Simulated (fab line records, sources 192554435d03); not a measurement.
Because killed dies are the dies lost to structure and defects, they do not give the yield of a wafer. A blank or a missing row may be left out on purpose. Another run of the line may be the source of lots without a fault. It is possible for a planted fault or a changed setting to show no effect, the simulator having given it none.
fab line records    flow n5_finfet
record: lots: 12  wafers: 35  last_day: 17
route steps=1938 shown BEOL_M6@1255 BEOL_M15@1818 TV_LITHO@1884 PASSIVATION@1936
lots that met no fault: from a run of the same line without faults
start_h: start of the lot's first displayed wafer, in hours after the record's first day    wait_h: hours since the lot's step before    " as in the row above    L1.1+2: one row covering several wafers at once    - no value present, or no start provided    * or withheld: withheld    < > ~ a bound
route shown NAME@n: NAME is a module with steps in the file, n the number in the route of the first one    usual: mean/standard deviation of fault-free wafers    same: alike in all rows    chamber/n: place in a boat    sites: each site's reading    _std_site: the values' standard deviation    _edge_site: mean of outer sites minus mean of inner sites    radius_mm: for every site, how far away it sits from the centre of the wafer    mask NAME#n: copy n    behind: the most recent tool/chamber to have shaped the wafer    hold: why the lot was held/for how many hours/how that ended    device: the n, p or np transistor that did not switch    end of line: at the end of the route, the tests of the same wafers    where a step has no rows: the recipe by itself    killed: dies lost to structure and defects at the first sort, not the wafer's yield    map: a wafer's dies, x killed, . not, _ none there
set.NAME: the setting as run; set.NAME@STEP: as run at that earlier step    model.NAME: the simulator's own value behind a step, which no gauge read
route steps across a sampled set of lots; one table per step, one row per wafer
services: a tool's chamber out of use, with start hour (start_h, from the record's first day; less than 0 if before it), hours out, and reason
== steps ==
step: N5_BEOL_M6_ECD_50
recipe: material: Cu  target_thk_a: 3000
lot.wafer   tool       chamber  start_h  wait_h
L929.1+5+6  ecd_cu-01  0,1,0    183.57   0.1
L930.3+4+6  ecd_cu-01  0,1,0    189.84   0.1
L931.3+5    ecd_cu-01  0        205.84   0.1
L933.1+3+5  ecd_cu-01  0,0,1    209.01   0.1
L932.1+4+5  ecd_cu-01  0,1,0    209.17   0.1
L935.3+5+6  ecd_cu-01  1,1,0    232.22   0.1
L936.1+3+6  ecd_cu-02  0,1,1    240.99   0.1
L938.1+2+3  ecd_cu-01  1,0,0    243.61   0.1
L937.1+4+5  ecd_cu-01  1,0,0    255.03   0.1
L942.1+2+5  ecd_cu-01  1,0,0    280.72   0.1
L943.3+4+5  ecd_cu-01  1,0,1    280.90   0.1
L952.1+3+6  ecd_cu-02  1,0,1    342.53   0.1
step: N5_BEOL_M15_PRE_CLEAN_42
recipe: gas: H2/He  time_s: 30  temp_c: 300
usual: heater_power_w: 451/46
same: time_s: 30
lot.wafer  tool            chamber  start_h  wait_h  heater_power_w
L929.1     pvd_sputter-02  -        253.45   0.0     467
L929.5     "               -        "        "       390
L929.6     "               -        "        "       462
L930.3     pvd_sputter-01  -        258.11   0.0     464
L930.4     "               -        "        "       421
L930.6     "               -        "        "       511
L932.1     pvd_sputter-02  -        280.35   0.0     398
L932.4     "               -        "        "       472
L932.5     "               -        "        "       450
L931.3     pvd_sputter-01  -        284.66   0.0     480
L931.5     "               -        "        "       456
L933.1     pvd_sputter-03  -        286.73   0.0     439
L933.3     "               -        "        "       525
L933.5     "               -        "        "       398
L935.3     pvd_sputter-03  -        301.05   0.0     401
L935.5     "               -        "        "       521
L935.6     "               -        "        "       454
L936.1     pvd_sputter-03  -        303.99   0.0     533
L936.3     "               -        "        "       401
L936.6     "               -        "        "       457
L938.1     pvd_sputter-03  -        306.89   0.0     526
L938.2     "               -        "        "       399
L938.3     "               -        "        "       402
L937.1     pvd_sputter-01  -        331.76   0.0     466
L937.4     "               -        "        "       476
L937.5     "               -        "        "       493
L943.3     pvd_sputter-02  -        354.33   0.0     465
L943.4     "               -        "        "       373
L943.5     "               -        "        "       490
L942.1     pvd_sputter-01  -        363.47   0.0     409
L942.2     "               -        "        "       475
L942.5     "               -        "        "       524
L952.1     pvd_sputter-01  -        405.67   0.0     420
L952.3     "               -        "        "       507
L952.6     "               -        "        "       418
step: N5_BEOL_M15_CMP_49
recipe: stop_on: SiO2  t_overpolish_s: 4.9  down_force_psi: 2  platen_rpm: 80  clearing_platen_down_force_psi: 2  clearing_platen_rpm: 80  post_cmp_clean: cu_alkaline  target_thk_nm: 850  clearing_platen_pad_velocity_m_s: 1.5917  pad_velocity_m_s: 1.5917
usual: barrier_field_endpoint_s: 11.5/0.32  motor_current_A: 7.9/1  overpolish_run_s: 4.899/0.0096  slurry_filter_dp_kPa: 13.51/0.14
lot.wafer  tool    chamber  start_h  wait_h  barrier_field_endpoint_s  motor_current_A  overpolish_run_s  slurry_filter_dp_kPa
L929.1     cmp-03  3        254.42   0.4     11.2                      7.1              4.910             13.61
L929.5     "       0        "        "       11.3                      7.6              4.906             13.26
L929.6     "       1        "        "       11.1                      7.5              4.888             13.34
L930.4     cmp-02  0        258.97   0.1     11.9                      7.1              4.896             13.44
L930.3     "       1        "        "       11.3                      8.4              4.895             13.53
L930.6     "       1        "        "       11.0                      8.3              4.882             13.52
L932.4     cmp-02  0        282.20   0.1     11.2                      7.0              4.920             13.49
L932.1     "       2        "        "       11.2                      9.2              4.869             13.41
L932.5     "       0        "        "       11.7                      7.3              4.893             13.66
L931.3     cmp-03  1        285.63   0.3     11.3                      7.4              4.888             13.60
L931.5     "       2        "        "       10.7                      10.8             4.896             13.65
L933.1     cmp-03  0        287.58   0.3     11.9                      7.8              4.900             13.45
L933.3     "       2        "        "       11.2                      10.8             4.894             13.64
L933.5     "       0        "        "       11.6                      8.0              4.886             13.62
L935.3     cmp-03  2        301.98   0.2     11.5                      10.0             4.902             13.23
L935.6     "       0        "        "       12.1                      7.9              4.903             13.26
L935.5     "       1        "        "       11.8                      7.6              4.899             13.55
L936.3     cmp-01  1        304.84   0.2     12.2                      6.9              4.908             13.46
L936.1     "       0        "        "       11.2                      7.9              4.917             13.48
L936.6     "       2        "        "       11.3                      7.2              4.910             13.66
L938.3     cmp-03  2        307.76   0.2     11.5                      10.8             4.888             13.27
L938.1     "       0        "        "       12.2                      7.2              4.880             13.37
L938.2     "       1        "        "       11.7                      7.5              4.886             13.42
L937.1     cmp-02  3        332.88   0.3     11.8                      7.2              4.901             13.37
L937.4     "       0        "        "       11.8                      7.5              4.889             13.30
L937.5     "       2        "        "       11.3                      9.0              4.890             13.53
L943.3     cmp-01  2        355.24   0.2     11.2                      7.5              4.899             13.71
L943.4     "       0        "        "       11.2                      7.5              4.914             13.40
L943.5     "       1        "        "       11.5                      6.7              4.896             13.36
L942.1     cmp-02  1        364.37   0.3     11.5                      8.8              4.903             13.50
L942.2     "       3        "        "       11.6                      7.3              4.921             13.69
L942.5     "       1        "        "       11.5                      8.4              4.901             13.15
L952.1     cmp-03  0        406.53   0.3     11.7                      7.6              4.893             13.68
L952.3     "       3        "        "       11.5                      7.0              4.912             13.63
L952.6     "       0        "        "       11.5                      7.5              4.895             13.32
step: N5_PASSIVATION_OVL_MEAS_60
recipe: points_per_wafer: 44
usual: TV_OVL: 1/5.5
lot.wafer  tool        chamber  start_h  wait_h  TV_OVL[nm]
L929.1     overlay-01  0        263.05   0.0     3
L929.5     "           0        "        "       -1
L929.6     "           0        "        "       4
L930.3     overlay-01  0        271.53   0.0     4
L930.4     "           0        "        "       -1
L930.6     "           0        "        "       -1
L932.1     overlay-02  0        293.07   0.0     7
L932.4     "           0        "        "       -7
L932.5     "           0        "        "       1
L931.3     overlay-01  0        293.11   0.0     4
L931.5     "           0        "        "       -1
L933.1     overlay-01  0        295.91   0.0     4
L933.3     "           0        "        "       2
L933.5     "           0        "        "       2
L935.3     overlay-02  0        311.25   0.0     -9
L935.5     "           0        "        "       -10
L935.6     "           0        "        "       -4
L936.1     overlay-01  0        313.00   0.0     7
L936.3     "           0        "        "       -6
L936.6     "           0        "        "       1
L938.1     overlay-02  0        313.55   0.0     -2
L938.2     "           0        "        "       2
L938.3     "           0        "        "       -1
L937.1     overlay-02  0        342.73   0.0     7
L937.4     "           0        "        "       2
L937.5     "           0        "        "       13
L943.3     overlay-01  0        365.73   0.0     -3
L943.4     "           0        "        "       2
L943.5     "           0        "        "       -4
L942.1     overlay-01  0        372.44   0.0     7
L942.2     "           0        "        "       9
L942.5     "           0        "        "       8
L952.1     overlay-02  0        412.25   0.0     2
L952.3     "           0        "        "       -7
L952.6     "           0        "        "       -3
step: N5_PASSIVATION_PROBE_49
usual: defect_limited_yield: 91.0/1.4  killed_at_M0_to_M3: 35/10  killed_at_M4_up: 14/5.5  killed_at_contacts: 13/5.6  killed_at_front_end: 41/11  killed_at_other: 4/3.4  killed_dies: 106/16  killed_on_rim: 13/4  killed_open: 68/12  killed_short: 35/7.3  sort_bin_4_leakage: 0.3/2.1  sort_bin_5_function: 5.3/0.89  sort_bin_6_memory: 3.4/0.67  sort_n_pass: 1070/28  sort_yield_pct: 90.7/2.4
same: gross_dies: 1180  killed_at_back_side: 0  sort_bin_8_speed[%]: 0
lot.wafer  tool       chamber  start_h  wait_h  defect_limited_yield[%]  killed_at_M0_to_M3  killed_at_M4_up  killed_at_contacts  killed_at_front_end  killed_at_other  killed_dies  killed_on_rim  killed_open  killed_short  sort_bin_4_leakage[%]  sort_bin_5_function[%]  sort_bin_6_memory[%]  sort_n_pass  sort_yield_pct[%]
L943.3     prober-01  -        373.44   0.1     33.1                     34                  716              3                   34                   2                789          105            54           23            0                      42.7                    18.5                  391          33.1
L943.4     prober-01  -        373.49   0.2     91.7                     30                  8                11                  45                   4                98           11             61           37            0                      4.7                     3.1                   1082         91.7
L943.5     prober-01  -        373.54   0.2     30.0                     38                  746              12                  28                   2                826          101            44           40            0                      45.5                    18.7                  354          30.0
L942.1     prober-02  -        379.38   0.0     29.8                     20                  773              4                   28                   3                828          102            37           23            0                      47.7                    17.5                  352          29.8
L942.2     prober-02  -        379.43   0.1     90.8                     31                  12               14                  51                   1                109          19             60           44            0                      5.9                     2.6                   1071         90.8
L942.5     prober-02  -        379.58   0.2     92.0                     27                  7                12                  44                   4                94           15             58           33            0                      4.0                     3.6                   1086         92.0
killed by level:class
L943.3 BEOL_M6:unspecified=711 STI_FIN_REVEAL:geometric_particle:open=14 BEOL_M1:geometric_particle:open=8 BEOL_M2:geometric_particle:open=7 BEOL_M0_SAQP:geometric_particle:open=6 BEOL_M0_SAQP:geometric_particle:short=5 ILD0:geometric_particle:open=4 FIN_SAQP:geometric_particle:open=3
L943.4 FIN_SAQP:geometric_particle:open=11 MOL_CONTACT_COAG:geometric_particle:open=9 STI_FIN_REVEAL:geometric_particle:open=7 BEOL_M4:geometric_particle:open=7 BEOL_M0_SAQP:geometric_particle:short=6 FIN_SAQP:geometric_particle:short=5 BEOL_M2:geometric_particle:open=5 BEOL_M3:geometric_particle:open=5
L943.5 BEOL_M6:unspecified=742 BEOL_M0_SAQP:geometric_particle:short=15 MOL_CONTACT_COAG:geometric_particle:open=10 BEOL_M0_SAQP:geometric_particle:open=8 FIN_SAQP:geometric_particle:open=6 GATE_CUT:geometric_particle:short=6 FIN_SAQP:geometric_particle:short=6 BEOL_M1:geometric_particle:open=5
L942.1 BEOL_M6:unspecified=766 FIN_SAQP:geometric_particle:short=10 BEOL_M1:geometric_particle:open=7 BEOL_M2:geometric_particle:open=4 DUMMY_GATE:geometric_particle:open=3 GATE_CUT:geometric_particle:short=3 BEOL_M3:geometric_particle:open=3 STARTING-WAFER:geometric_particle:open=3
L942.2 GATE_CUT:geometric_particle:short=15 MOL_CONTACT_COAG:geometric_particle:open=11 STI_FIN_REVEAL:geometric_particle:open=9 BEOL_M0_SAQP:geometric_particle:open=7 FIN_SAQP:geometric_particle:short=6 FIN_SAQP:geometric_particle:open=5 BEOL_M0_SAQP:geometric_particle:short=5 BEOL_M2:geometric_particle:open=5
L942.5 GATE_CUT:geometric_particle:short=11 STI_FIN_REVEAL:geometric_particle:open=10 MOL_CONTACT_COAG:geometric_particle:open=8 DUMMY_GATE:geometric_particle:open=6 BEOL_M1:geometric_particle:open=5 STARTING-WAFER:geometric_particle:short=4 GATE_CUT:geometric_particle:open=4 BEOL_M0_SAQP:geometric_particle:short=4
== services ==
tool            chamber  start_h  hours  kind
cmp-03          -        169.69   6.0    pm
cmp-03          -        197.42   0.9    repair
cmp-01          -        200.65   0.3    repair
cmp-01          -        203.69   1.4    repair
cmp-02          -        225.93   1.8    repair
cmp-02          -        229.14   4.0    pm
cmp-02          -        275.01   1.8    repair
cmp-03          -        289.89   0.8    repair
cmp-01          -        291.28   3.5    repair
cmp-02          -        294.31   4.3    repair
cmp-03          -        312.48   0.7    repair
cmp-03          -        315.57   5.6    repair
pvd_sputter-03  -        316.53   4.6    repair
cmp-03          -        339.87   4.0    pm
ecd_cu-01       -        343.24   1.4    repair
cmp-03          -        343.87   -      consumable_replace:conditioner
cmp-03          -        343.87   -      consumable_replace:pad
cmp-03          -        344.62   10.7   pm
cmp-01          -        346.94   1.4    repair
pvd_sputter-02  -        361.06   3.8    repair
cmp-01          -        362.80   4.0    pm
cmp-03          -        388.86   5.2    repair
cmp-02          -        401.35   3.3    pm
pvd_sputter-01  -        402.82   1.1    repair
== key ==
first_sign: step: N5_PASSIVATION_PROBE_49  reading: killed_at_M4_up  direction: up  sigmas: 99+  usual: 14  struck: 745
effect: step: N5_PASSIVATION_PROBE_49  reading: defect_limited_yield  direction: down  sigmas: 43  usual: 91.0  struck: 31.0
more_kills_born_at: N5_BEOL_M6_ECD_50@ecd_cu-01: 2219
met_at N5_BEOL_M6_ECD_50
struck_lots L942,L943
struck_wafers L942.1,L943.3,L943.5
not_acting_at N5_BEOL_M15_PRE_CLEAN_42,N5_BEOL_M15_CMP_49,N5_PASSIVATION_OVL_MEAS_60
onset_between 255.03 280.72
fault: kind: chamber_particle_source  tool: ecd_cu-01  chamber: 1  onset_h: 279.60  steps: N5_BEOL_M6_ECD_50  rate_per_visit_cm2: 1.9301  end_h: 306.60
